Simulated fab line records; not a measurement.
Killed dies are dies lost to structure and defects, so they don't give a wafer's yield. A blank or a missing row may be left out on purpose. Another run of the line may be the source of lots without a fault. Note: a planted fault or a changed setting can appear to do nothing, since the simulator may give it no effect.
Chamber matching	flow n5 finfet	4 sister chambers for N5_BEOL_M8_DESCUM_33 on rie diel-02
The step chemistry O2, time 7 s. 8 wafers are shown with their chamber, then 9 later ones without.

WAFERS WITH THEIR CHAMBER
wafer	chamber	drypump motor current A (A)	throttle valve pct (%)
L078.1	1	5.7	20.53
L078.3	2	4.9	20.74
L078.4	3	5.9	20.19
L078.5	3	5.8	20.18
L078.6	0	6.2	20.45
L086.2	2	4.9	20.76
L086.3	1	5.7	20.54
L086.6	0	6.2	20.46

WAFERS WITHOUT THEIR CHAMBER
wafer	drypump motor current A (A)	throttle valve pct (%)
L079.1	6.2	20.49
L079.2	5.8	20.21
L079.6	4.9	20.78
L096.1	4.9	20.76
L096.3	6.2	20.49
L096.6	5.8	20.25
L095.1	6.2	20.52
L095.4	4.9	20.79
L095.6	6.2	20.51

WHICH CHAMBER EACH ONE RAN IN
wafer	from the rows above	in truth
L079.1	0	0
L079.2	3	3
L079.6	2	2
L096.1	2	2
L096.3	0	0
L096.6	3	3
L095.1	0	0
L095.4	2	2
L095.6	0	0
Correct placement for 9 of the 9. Not placeable from these rows: 0. Number placed wrongly: 0.
How it was worked out, from the rows above alone: a wafer's distance from a chamber is the root of the sum, over the readings, of the square of ((its reading less the chamber's mean) divided by the reading's scatter). The wafer belongs to the nearest chamber; if the next one is less than 2 further off, it can't be placed. The mean given for a chamber averages the wafers shown for that chamber. The scatter: the root of (the sum of the squares of (reading less its chamber's mean) over the shown wafers, divided by (wafers less chambers)).
